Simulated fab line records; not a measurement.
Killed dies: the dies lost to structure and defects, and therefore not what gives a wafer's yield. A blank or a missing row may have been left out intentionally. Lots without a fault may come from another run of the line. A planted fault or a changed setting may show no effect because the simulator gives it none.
fab line records	flow nand-harc
record lots=6	wafers=18	last-day=24
route steps=1159 shown A_SLIT@788 A_SIN_REMOVE@804 A_WL_FILL@809 END@1159
lots that met no fault: from a run of the same line without faults
start-h: hours from the record's first day to the start of the lot's first wafer shown	wait-h: hours from the lot's prior step to this one	" as in the row above	L1.1+2: one row covering several wafers at once	- no value, or no start was given	* or withheld: withheld	< > ~ a bound
route shown NAME@n: names a module that has steps shown in the file, with the first one's number in the route	usual: average and standard deviation across the fault-free wafers	same: alike in all rows	chamber/n: place in a boat	sites: the reading at each site	_std_site: the standard deviation of these	_edge_site: outer sites' mean less inner sites'	radius-mm: for every site, how far away it sits from the centre of the wafer	mask NAME#n: copy n	behind: tool/chamber where the wafer was last shaped	hold: what put the lot on hold/how long, in hours/how the hold closed	device: transistor that didn't switch, given as n, p or np	end of line: at the end of the route, the tests of the same wafers	a step with no rows: only its recipe	killed: the dies lost at the first sort to structure and to defects; this is not the yield of the wafer	map: shows each die of a wafer: x if killed, . if not, _ if none is there
set.NAME: the setting that was run; set.NAME@STEP: the one run at that earlier step	model.NAME: the simulator's own value behind a step, which no gauge read
lots at some steps of the route; a table a step, a row a wafer
services: when a tool's chamber went out of use (start-h, in hours from the record's first day, below 0 if earlier), for how many hours, and the reason
## steps
# step NHARC_A_SLIT_PEB_07
# recipe peb-temp-c=100	peb-time-s=65
# step NHARC_A_SLIT_DEVELOP_08
# recipe develop-time-s=35	dev-temp-c=23
# step NHARC_A_SLIT_CD_MEAS_09
# recipe target-cd-nm=300	landing-energy-ev=500
# usual cd-nm=299.9/0.37
lot.wafer	tool	chamber	start-h	wait-h	cd-nm
L725.1	cd-sem-03	0	333.56	-	299.8
L725.3	"	0	"	"	300.1
L725.5	"	0	"	"	299.5
L726.2	cd-sem-02	0	343.75	-	300.3
L726.4	"	0	"	"	299.7
L726.6	"	0	"	"	300.3
L730.2	cd-sem-03	0	368.21	-	299.7
L730.3	"	0	"	"	300.0
L730.4	"	0	"	"	299.3
L741.3	cd-sem-03	0	426.91	-	300.0
L741.4	"	0	"	"	299.1
L741.5	"	0	"	"	299.6
L740.1	cd-sem-02	0	437.69	-	299.2
L740.3	"	0	"	"	299.3
L740.4	"	0	"	"	299.3
L744.1	cd-sem-03	0	454.50	-	300.0
L744.5	"	0	"	"	299.2
L744.6	"	0	"	"	299.9
# step NHARC_A_SLIT_OVL_MEAS_10
# usual overlay-x-nm=0.0/0.88	overlay-y-nm=-0.2/0.73
lot.wafer	tool	chamber	start-h	wait-h	overlay-x-nm	overlay-y-nm
L725.1	overlay-01	-	333.65	-	0.5	-0.2
L725.3	"	-	"	"	0.6	0.7
L725.5	"	-	"	"	0.8	1.2
L726.2	overlay-01	-	343.84	-	-0.4	-0.3
L726.4	"	-	"	"	-0.2	-0.1
L726.6	"	-	"	"	0.0	-0.1
L730.2	overlay-02	-	368.29	-	0.1	-0.1
L730.3	"	-	"	"	0.4	-0.6
L730.4	"	-	"	"	0.1	-0.7
L741.3	overlay-02	-	427.00	-	0.0	0.0
L741.4	"	-	"	"	0.5	-0.1
L741.5	"	-	"	"	-0.4	0.6
L740.1	overlay-02	-	437.78	-	-0.9	-0.3
L740.3	"	-	"	"	-1.3	-0.4
L740.4	"	-	"	"	-1.1	-0.7
L744.1	overlay-01	-	454.58	-	-1.6	-0.1
L744.5	"	-	"	"	-1.8	0.5
L744.6	"	-	"	"	-1.3	0.1
# step NHARC_A_SLIT_INSPECT_11
# usual raw-defect-count=20/9.1
lot.wafer	tool	chamber	start-h	wait-h	raw-defect-count
L725.1	defect-inspect-02	-	333.68	0.0	22
L725.3	"	-	"	"	22
L725.5	"	-	"	"	22
L726.2	defect-inspect-02	-	343.87	0.0	9
L726.4	"	-	"	"	8
L726.6	"	-	"	"	21
L730.2	defect-inspect-01	-	368.33	0.0	23
L730.3	"	-	"	"	39
L730.4	"	-	"	"	22
L741.3	defect-inspect-01	-	427.03	0.0	33
L741.4	"	-	"	"	22
L741.5	"	-	"	"	32
L740.1	defect-inspect-01	-	437.82	0.0	20
L740.3	"	-	"	"	17
L740.4	"	-	"	"	18
L744.1	defect-inspect-02	-	454.62	0.0	14
L744.5	"	-	"	"	15
L744.6	"	-	"	"	12
# step NHARC_A_SLIT_DESCUM_14
# recipe time-s=3	o2-flow-sccm=200	ar-flow-sccm=0	bias-power-w=0	chemistry=O2
# step NHARC_A_SLIT_ETCH_24
# recipe target-depth-a=1210	time-s=60.5	cf4-flow-sccm=100	chf3-flow-sccm=30	ar-flow-sccm=0	rf-w=500	bias-w=200	chemistry=CF4/CHF3
# usual bias-w=200.0/0.57	drypump-motor-current-A=5.8/0.38	mfc-ar-sccm=0.006/0.012	oes-product-au=0.963/0.015	rf-vpp-V=370.9/2.3	showerhead-plenum-p-Torr=1.58/0.068	throttle-valve-pct=16.805/0.0085
lot.wafer	tool	chamber	start-h	wait-h	bias-w	drypump-motor-current-A	mfc-ar-sccm	oes-product-au	rf-hours-counter-h	rf-vpp-V	showerhead-plenum-p-Torr	throttle-valve-pct
L725.3	rie-diel-11	3	333.83	0.1	200.1	5.4	0	0.975	12	372.7	1.63	16.797
L725.1	"	1	"	"	201.1	5.8	0	0.968	10	369.5	1.54	16.810
L725.5	"	3	"	"	200.4	5.4	0	0.964	-	371.2	1.63	16.806
L726.2	rie-diel-09	3	344.03	0.1	200.6	5.4	0.008	0.959	7	371.3	1.59	16.794
L726.6	"	3	"	"	199.8	5.4	0.008	0.966	-	371.2	1.59	16.791
L726.4	"	0	"	"	200.1	6.4	0	0.968	-	371.8	1.59	16.799
L730.3	rie-diel-05	2	368.48	0.1	201.2	5.7	0.007	0.983	1	368.5	1.50	16.803
L730.2	"	3	"	"	199.3	6.0	0.018	0.982	1	372.1	1.59	16.811
L730.4	"	1	"	"	200.9	5.9	0	0.960	1	366.8	1.50	16.804
L741.4	rie-diel-09	2	427.19	0.1	200.3	6.0	0	0.939	11	369.9	1.55	16.803
L741.3	"	3	"	"	199.8	5.4	0.008	0.928	12	371.6	1.59	16.796
L741.5	"	0	"	"	199.3	6.4	0	0.935	-	372.2	1.59	16.795
L740.1	rie-diel-05	2	437.97	0.1	200.4	5.7	0.007	0.958	6	367.9	1.50	16.805
L740.4	"	3	"	"	199.6	6.0	0.018	0.954	5	373.2	1.59	16.796
L740.3	"	1	"	"	199.5	5.9	0	0.979	6	367.4	1.50	16.815
L744.1	rie-diel-11	2	454.78	0.1	200.4	5.1	0.039	0.963	4	366.5	1.47	16.813
L744.6	"	3	"	"	200.9	5.4	0	0.968	-	373.2	1.63	16.809
L744.5	"	0	"	"	199.7	5.9	0	0.950	-	371.8	1.63	16.801
# step NHARC_A_SLIT_ETCH_15
# recipe target-depth-a=32000	over-etch-frac=0.3	time-s=832	ion-energy-ev=150	o2-flow-sccm=400	cos-flow-sccm=20	ar-flow-sccm=0	rf-w=500	bias-w=300	chemistry=O2/COS
# usual bias-w=300.0/0.89	drypump-motor-current-A=5.8/0.36	mfc-ar-sccm=0.006/0.012	oes-product-au=1.001/0.0075	rf-vpp-V=314.2/2.2	showerhead-plenum-p-Torr=3.13/0.14	throttle-valve-pct=28.332/0.009
lot.wafer	tool	chamber	start-h	wait-h	bias-w	drypump-motor-current-A	mfc-ar-sccm	oes-product-au	rf-hours-counter-h	rf-vpp-V	showerhead-plenum-p-Torr	throttle-valve-pct
L725.1	rie-diel-11	0	-	-	300.1	5.9	0	0.991	11	314.7	3.23	28.334
L725.3	"	3	"	"	299.7	5.4	0	1.003	12	315.5	3.23	28.338
L725.5	"	1	"	"	301.3	5.8	0	1.005	-	313.1	3.05	28.322
L726.2	rie-diel-09	3	-	-	300.9	5.4	0.008	1.007	7	313.9	3.15	28.324
L726.6	"	0	"	"	300.1	6.4	0	1.012	-	314.1	3.16	28.322
L726.4	"	1	"	"	301.0	6.1	0	0.996	-	317.0	3.32	28.332
L730.4	rie-diel-05	2	-	-	301.8	5.7	0.007	1.004	1	310.9	2.98	28.320
L730.3	"	3	"	"	300.1	6.0	0.018	1.003	1	313.1	3.17	28.338
L730.2	"	1	"	"	299.2	5.9	0	1.000	2	312.3	2.98	28.331
L741.3	rie-diel-09	1	-	-	299.3	6.1	0	0.994	14	318.2	3.31	28.318
L741.4	"	2	"	"	300.3	6.0	0	1.012	11	313.3	3.07	28.318
L741.5	"	1	"	"	299.3	6.1	0	1.009	-	317.0	3.31	28.324
L740.4	rie-diel-05	2	-	-	298.3	5.7	0.007	0.997	6	313.3	2.98	28.335
L740.1	"	3	"	"	300.6	6.0	0.018	0.991	6	314.4	3.16	28.323
L740.3	"	0	"	"	300.9	5.4	0	0.995	6	317.9	3.35	28.337
L744.1	rie-diel-11	1	-	-	300.2	5.8	0	0.997	5	313.2	3.04	28.334
L744.5	"	2	"	"	299.2	5.1	0.039	1.001	-	311.2	2.91	28.341
L744.6	"	3	"	"	301.7	5.4	0	0.995	-	314.3	3.23	28.345
# step NHARC_A_SLIT_ETCH_17
# recipe bias-v=900	source-w=withheld	pressure-mtorr=20	ar-flow-sccm=375	c4f8-flow-sccm=83.3	o2-flow-sccm=41.7	time-s=1687.5	target-depth-a=1.01e+05	chemistry=C4F8/O2/Ar
# usual drypump-motor-current-A=5.5/0.48	mfc-ar-sccm=375.0/1.2	showerhead-plenum-p-Torr=3.66/0.14	throttle-valve-pct=32.045/0.01
lot.wafer	tool	chamber	start-h	wait-h	drypump-motor-current-A	mfc-ar-sccm	rf-hours-counter-h	showerhead-plenum-p-Torr	throttle-valve-pct
L725.1	har-etch-02	1	337.49	-	5.1	374.2	186	3.83	32.050
L725.3	"	0	"	"	4.9	376.9	-	3.78	32.065
L725.5	"	0	"	"	4.9	375.7	-	3.78	32.035
L726.2	har-etch-02	1	345.27	-	5.2	376.4	189	3.83	32.037
L726.4	"	1	"	"	5.1	375.3	-	3.83	32.042
L726.6	"	1	"	"	5.2	373.8	-	3.83	32.043
L730.2	har-etch-01	1	369.16	-	5.5	377.1	21	3.54	32.039
L730.4	"	1	"	"	5.5	376.9	-	3.54	32.044
L730.3	"	0	"	"	6.2	374.9	-	3.53	32.033
L741.3	har-etch-01	0	428.37	-	6.2	373.5	-	3.51	32.047
L741.4	"	1	"	"	5.5	377.3	-	3.53	32.067
L741.5	"	0	"	"	6.2	374.8	-	3.51	32.061
L740.1	har-etch-01	0	438.91	-	6.2	374.4	54	3.51	32.038
L740.4	"	1	"	"	5.6	376.2	-	3.53	32.030
L740.3	"	0	"	"	6.2	375.3	-	3.51	32.052
L744.1	har-etch-01	0	456.95	-	6.2	374.1	63	3.51	32.040
L744.6	"	1	"	"	5.5	376.2	-	3.52	32.062
L744.5	"	0	"	"	6.2	375.0	-	3.51	32.059
# step NHARC_A_SLIT_ETCH_26
# recipe bias-v=400	source-w=2000	pressure-mtorr=25	time-s=90	ar-flow-sccm=375	c4f8-flow-sccm=41.7	o2-flow-sccm=83.3	target-depth-a=4000	chemistry=C4F8/O2/Ar
# usual drypump-motor-current-A=5.4/0.48	mfc-ar-sccm=374.9/1.2	showerhead-plenum-p-Torr=3.69/0.14	throttle-valve-pct=27.620/0.0086
lot.wafer	tool	chamber	start-h	wait-h	drypump-motor-current-A	mfc-ar-sccm	rf-hours-counter-h	showerhead-plenum-p-Torr	throttle-valve-pct
L725.1	har-etch-02	1	338.98	1.2	5.1	373.5	187	3.87	27.608
L725.3	"	0	"	"	4.9	377.0	-	3.81	27.617
L725.5	"	0	"	"	4.9	377.5	-	3.81	27.632
L726.2	har-etch-02	1	346.52	1.0	5.2	374.6	190	3.87	27.624
L726.4	"	1	"	"	5.2	375.7	-	3.87	27.626
L726.6	"	1	"	"	5.2	377.2	-	3.87	27.600
L730.2	har-etch-01	1	370.64	1.2	5.5	371.9	22	3.57	27.618
L730.4	"	1	"	"	5.5	373.5	-	3.57	27.603
L730.3	"	0	"	"	6.2	375.5	-	3.56	27.625
L741.3	har-etch-01	0	429.44	0.8	6.2	374.3	-	3.54	27.638
L741.4	"	1	"	"	5.5	375.4	-	3.56	27.616
L741.5	"	0	"	"	6.2	375.4	-	3.54	27.601
L740.1	har-etch-01	0	440.18	1.0	6.2	373.6	55	3.54	27.611
L740.4	"	1	"	"	5.5	375.7	-	3.55	27.621
L740.3	"	0	"	"	6.2	374.8	-	3.54	27.621
L744.1	har-etch-01	0	458.20	1.0	6.2	373.9	64	3.53	27.627
L744.6	"	1	"	"	5.5	374.5	-	3.55	27.619
L744.5	"	0	"	"	6.2	374.5	-	3.53	27.620
# step NHARC_A_SLIT_STRIP_28
# recipe o2-flow-sccm=400	cos-flow-sccm=20	ar-flow-sccm=0	bias-w=0	chemistry=O2/COS
# step NHARC_A_SLIT_ETCH_29
# recipe target-depth-a=1000	overetch-a=100	time-s=55	ion-energy-ev=100	cf4-flow-sccm=80	o2-flow-sccm=20	ar-flow-sccm=0	rf-w=300	bias-w=100	chemistry=CF4/O2
# usual bias-w=100.0/0.31	drypump-motor-current-A=5.8/0.34	mfc-ar-sccm=0.004/0.0096	oes-product-au=1.003/0.0078	rf-vpp-V=198.2/1.4	showerhead-plenum-p-Torr=1.34/0.057	throttle-valve-pct=13.397/0.0085
lot.wafer	tool	chamber	start-h	wait-h	bias-w	drypump-motor-current-A	mfc-ar-sccm	oes-product-au	rf-hours-counter-h	rf-vpp-V	showerhead-plenum-p-Torr	throttle-valve-pct
L725.3	rie-diel-11	0	339.61	0.1	100.0	5.9	0	1.015	12	198.7	1.38	13.393
L725.1	"	1	"	"	99.9	5.8	0	0.995	10	197.7	1.30	13.387
L725.5	"	0	"	"	99.7	5.9	0	1.013	-	199.9	1.38	13.386
L726.2	rie-diel-09	1	347.10	0.1	99.5	6.1	0	1.002	7	199.6	1.42	13.399
L726.4	"	2	"	"	100.3	6.0	0	1.019	4	198.2	1.31	13.402
L726.6	"	2	"	"	100.0	6.0	0	1.016	-	198.2	1.31	13.399
L730.2	rie-diel-09	2	371.28	0.1	100.5	6.0	0	1.007	6	198.0	1.31	13.392
L730.3	"	0	"	"	100.2	6.4	0	1.003	9	198.4	1.35	13.389
L730.4	"	2	"	"	100.5	6.0	0	1.009	-	197.1	1.31	13.395
L741.3	rie-diel-11	1	430.02	0.1	100.6	5.8	0	0.993	3	197.6	1.30	13.390
L741.4	"	0	"	"	99.5	5.9	0	0.996	-	198.2	1.38	13.385
L741.5	"	3	"	"	99.5	5.3	0	0.990	-	198.0	1.38	13.394
L740.3	rie-diel-09	0	440.77	0.1	100.1	6.4	0	1.002	0	199.2	1.35	13.397
L740.4	"	2	"	"	100.0	6.0	0	1.019	0	197.1	1.31	13.382
L740.1	"	3	"	"	100.2	5.4	0.008	1.004	0	197.3	1.35	13.380
L744.1	rie-diel-11	1	458.79	0.1	99.3	5.8	0	0.998	6	196.3	1.30	13.381
L744.6	"	0	"	"	99.8	5.9	0	1.005	-	197.9	1.38	13.393
L744.5	"	1	"	"	99.8	5.8	0	1.002	-	196.8	1.30	13.386
# step NHARC_A_SLIT_STRIP_18
# recipe o2-flow-sccm=500	ar-flow-sccm=0	bias-w=0	chemistry=O2
# usual drypump-motor-current-A=5.8/0.35	mfc-ar-sccm=0.005/0.01	oes-product-au=1.003/0.0077	rf-vpp-V=57.8/0.84	showerhead-plenum-p-Torr=3.54/0.14	throttle-valve-pct=17.036/0.0094
# same bias-w=0
lot.wafer	tool	chamber	start-h	wait-h	drypump-motor-current-A	mfc-ar-sccm	oes-product-au	rf-hours-counter-h	rf-vpp-V	showerhead-plenum-p-Torr	throttle-valve-pct
L725.3	rie-diel-11	0	339.69	-	5.9	0	1.006	12	56.7	3.65	17.027
L725.1	"	3	"	"	5.4	0	1.008	12	56.7	3.65	17.034
L725.5	"	1	"	"	5.9	0	1.002	-	56.4	3.44	17.047
L726.4	rie-diel-09	2	347.24	-	6.0	0	1.012	4	57.2	3.47	17.050
L726.2	"	3	"	"	5.4	0.008	1.007	8	58.5	3.56	17.036
L726.6	"	0	"	"	6.4	0	1.007	-	58.6	3.57	17.027
L730.2	rie-diel-09	0	371.37	-	6.4	0	0.990	9	57.9	3.57	17.032
L730.3	"	1	"	"	6.1	0	0.994	9	58.7	3.74	17.045
L730.4	"	2	"	"	6.0	0	1.000	-	59.2	3.47	17.047
L741.3	rie-diel-11	0	430.14	-	5.9	0	1.003	4	57.8	3.65	17.038
L741.5	"	0	"	"	5.9	0	1.012	-	57.4	3.65	17.033
L741.4	"	1	"	"	5.8	0	1.002	-	57.8	3.44	17.035
L740.4	rie-diel-09	2	440.85	-	6.0	0	1.006	0	58.5	3.47	17.042
L740.1	"	0	"	"	6.4	0	1.002	0	57.8	3.57	17.047
L740.3	"	1	"	"	6.1	0	1.008	0	58.3	3.74	17.035
L744.1	rie-diel-11	2	458.92	-	5.1	0.039	1.002	5	58.5	3.29	17.034
L744.5	"	0	"	"	5.9	0	1.010	-	57.8	3.65	17.025
L744.6	"	1	"	"	5.8	0	0.998	-	58.9	3.44	17.041
# step NHARC_A_SLIT_PRECLEAN_19
# recipe time-s=*	temp-c=50	bath-age-min=0	chemistry=SC1
# step NHARC_A_SLIT_SRD_20
# step NHARC_A_SLIT_CD_MEAS_21
# usual cd-nm=289.3/0.8
lot.wafer	tool	chamber	start-h	wait-h	cd-nm
L725.1	cd-sem-02	-	340.14	-	289.8
L725.3	"	-	"	"	289.9
L725.5	"	-	"	"	289.8
L726.2	cd-sem-01	-	347.67	0.1	288.3
L726.4	"	-	"	"	287.7
L726.6	"	-	"	"	289.2
L730.2	cd-sem-02	-	371.88	-	290.1
L730.3	"	-	"	"	289.7
L730.4	"	-	"	"	290.2
L741.3	cd-sem-03	-	430.61	-	290.3
L741.4	"	-	"	"	290.7
L741.5	"	-	"	"	290.0
L740.1	cd-sem-02	-	441.31	-	287.9
L740.3	"	-	"	"	288.1
L740.4	"	-	"	"	287.8
L744.1	cd-sem-01	-	459.33	-	289.3
L744.5	"	-	"	"	289.0
L744.6	"	-	"	"	288.5
# step NHARC_A_SIN_REMOVE_WET_00
# recipe temp-c=160	time-s=15300	chemistry=H3PO4
# step NHARC_A_SIN_REMOVE_PRECLEAN_01
# recipe time-s=*	temp-c=50	bath-age-min=0	chemistry=SC1
# step NHARC_A_SIN_REMOVE_SRD_02
# step NHARC_A_SIN_REMOVE_INSPECT_04
# usual raw-defect-count=291/79
lot.wafer	tool	chamber	start-h	wait-h	raw-defect-count
L725.1	defect-inspect-01	-	346.19	0.0	232
L725.3	"	-	"	"	181
L725.5	"	-	"	"	173
L726.2	defect-inspect-01	-	353.73	0.0	525
L726.4	"	-	"	"	513
L726.6	"	-	"	"	513
L730.2	defect-inspect-01	-	379.52	0.0	567
L730.3	"	-	"	"	628
L730.4	"	-	"	"	581
L741.3	defect-inspect-01	-	438.32	0.0	301
L741.4	"	-	"	"	272
L741.5	"	-	"	"	365
L740.1	defect-inspect-01	-	449.00	0.0	287
L740.3	"	-	"	"	275
L740.4	"	-	"	"	224
L744.1	defect-inspect-01	-	467.01	0.0	536
L744.5	"	-	"	"	653
L744.6	"	-	"	"	554
# step NHARC_A_WL_FILL_ALD_00
# recipe target-thk-a=30	pulse-time-s=3	ald-cycles=30	temp-c=300	material=Al2O3
# step NHARC_END_SORT_01
# recipe temp-c=25
# usual killed-at-array=26/8.6	killed-at-other=0.7/0.97	killed-at-periphery=3.2/2.2	killed-dies=30/8.9	killed-open=3.1/1.8	killed-short=2.2/1.8
# same gross-dies=677
lot.wafer	tool	chamber	start-h	wait-h	killed-at-array	killed-at-other	killed-at-periphery	killed-dies	killed-open	killed-short
L726.2	prober-02	0	451.06	2.8	100	0	0	100	0	1
L726.4	prober-02	0	452.66	3.4	65	0	2	67	4	1
L726.6	prober-02	0	454.26	4.0	99	0	3	102	3	4
L730.2	prober-01	0	490.65	2.8	101	0	2	103	2	3
L730.3	prober-01	0	491.46	3.1	96	0	3	99	2	0
L730.4	prober-01	0	492.26	3.4	68	0	1	69	0	6
# killed by level:class
L726.2 A_SLIT:unspecified=72 A_SLIT:chamber-film-flake=12 A_WL_FILL:chamber-film-flake=6 A_STAIRCASE:chamber-film-flake=3 A_CHANNEL_HOLE_D1:chamber-film-flake=2 A_CHANNEL_FILL_D1:chamber-film-flake=2 A_CONTACT:chamber-film-flake=2 A_CHANNEL_HOLE_D1:geometric-particle:short=1
L726.4 A_SLIT:unspecified=43 A_SLIT:chamber-film-flake=11 A_CONTACT:chamber-film-flake=3 A_STAIRCASE:chamber-film-flake=2 P_M1:geometric-particle:open=1 A_ONON_D1:geometric-particle:open=1 A_CHANNEL_FILL_D1:geometric-particle:open=1 A_M0:geometric-particle:open=1
L726.6 A_SLIT:unspecified=67 A_CHANNEL_HOLE_D1:chamber-film-flake=6 A_STAIRCASE:chamber-film-flake=6 A_SLIT:chamber-film-flake=6 A_CONTACT:chamber-film-flake=5 A_WL_FILL:chamber-film-flake=3 A_WL_FILL:geometric-particle:short=2 P_ZERO_WELL:geometric-particle:short=1
L730.2 A_SLIT:unspecified=81 A_CHANNEL_HOLE_D1:chamber-film-flake=10 A_ZERO_WELL:chamber-film-flake=2 A_STAIRCASE:chamber-film-flake=2 A_CONTACT:chamber-film-flake=2 P_CONTACT:geometric-particle:short=1 A_SOURCE_PLATE:geometric-particle:short=1 A_ONON_D1:geometric-particle:open=1
L730.3 A_SLIT:unspecified=70 A_CHANNEL_HOLE_D1:chamber-film-flake=17 A_STAIRCASE:chamber-film-flake=3 A_CONTACT:chamber-film-flake=3 A_ZERO_WELL:chamber-film-flake=2 P_CONTACT:geometric-particle:open=1 A_M1:geometric-particle:open=1 P_STI:chamber-film-flake=1
L730.4 A_SLIT:unspecified=46 A_CHANNEL_HOLE_D1:chamber-film-flake=12 A_CONTACT:chamber-film-flake=3 A_WL_FILL:geometric-particle:short=2 A_ONON_D1:geometric-particle:short=1 A_CHANNEL_FILL_D1:geometric-particle:short=1 A_SGD_CUT:geometric-particle:short=1 A_M0:geometric-particle:short=1
# map L726.6 (x killed, . not)
____________.____________
_________......._________
_______..........._______
______.........xx..______
_____...........x..._____
____.................____
____...............x.____
___................x..___
___......x............___
__.....................__
__.........x...........__
_.......x..............._
_..x...................._
_......................._
_.....x.x..............._
_......................._
.....x....x..............
..x..x..............x.x..
..............xx......x.x
...........x...........x.
.........................
_....................x.._
_.........x..xxx.....x.._
_.........xxxxxx.....xx._
_........x.xxxx........._
_........xxxxxxx........_
__.......xxxxxxxx...x..__
__....x...xxxxxxx......__
___.....xxxxxxxxx....x___
___....x..xxxxx.x.....___
____......xxxxxx.....____
____......xxxxx......____
_____.......xx......_____
______....x..x.....______
_______.....xx.x.._______
_________x......_________
____________.____________
# map L730.2 (x killed, . not)
____________.____________
_________......._________
_______..........._______
______.............______
_____.............x._____
____.................____
____...............x.____
___.......x...........___
___...................___
__.....................__
__........x............__
_......................._
_......................._
_......................._
_........x........x....._
_........x.............._
....x................x...
.........................
.........................
.........................
.........................
_.........x.x.xx........_
_.........xx..x.x......._
_........x.xx.xx........_
_.......xxxxxxxx........_
_........xxxxxxxx...xx.._
__.......xxxxxxxxx.....__
__.......xxxxxxxx..x...__
___.....xxxxxxxx......___
___.....xxxxxxxxx.....___
____...xxxxxxxx.xx...____
____...x.xxxxxxx.....____
_____xxx...x........_____
______.......x.....______
_______.x..xx.x..._______
_________.x....._________
____________.____________
## services
tool	chamber	start-h	hours	kind
rie-diel-09	0	312.28	-	clean
rie-diel-09	1	312.28	-	clean
rie-diel-09	2	312.28	-	clean
rie-diel-09	3	312.28	-	clean
rie-diel-11	0	321.00	-	clean
rie-diel-11	1	321.00	-	clean
rie-diel-11	2	321.00	-	clean
rie-diel-11	3	321.00	-	clean
rie-diel-05	3	325.31	9.6	repair
rie-diel-09	2	328.17	17.4	repair
rie-diel-05	2	331.00	4.3	repair
rie-diel-09	0	336.78	-	clean
rie-diel-09	1	336.78	-	clean
rie-diel-09	3	336.78	-	clean
rie-diel-05	-	340.60	9.0	pm
rie-diel-11	0	345.50	-	clean
rie-diel-11	1	345.50	-	clean
rie-diel-11	0	347.36	12.1	repair
rie-diel-09	3	362.15	20.2	repair
rie-diel-11	-	366.50	9.0	pm
rie-diel-11	2	427.88	8.1	repair
rie-diel-09	-	431.28	9.0	pm
rie-diel-11	3	433.79	7.4	repair
rie-diel-11	0	455.08	2.8	repair
## key
first-sign step=NHARC_A_SIN_REMOVE_INSPECT_04	reading=raw-defect-count	direction=up	sigmas=3.3	usual=291	struck=554
effect step=NHARC_END_SORT_01	reading=killed-at-array	direction=up	sigmas=7.2	usual=26	struck=88
more-kills-born-at NHARC_A_SLIT_STRIP_18@rie-diel-09=379
met-at NHARC_A_SLIT_STRIP_18
struck-wafers L726.2,L726.4,L726.6,L730.2,L730.3,L730.4
tester-left-out L726,L730
fault kind=chamber-particle-source	tool=rie-diel-09	chamber=-	onset-h=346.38	steps=NHARC_A_SLIT_STRIP_18	rate-per-visit-cm2=0.44234	end-h=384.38
# tester-left-out: of these lots the tester's yield and bins aren't shown, on N5 and GAA mostly nor the transistor test; their killed dies are dies lost to structure and defects alone, not to doping, threshold or leakage, so they don't give the yield
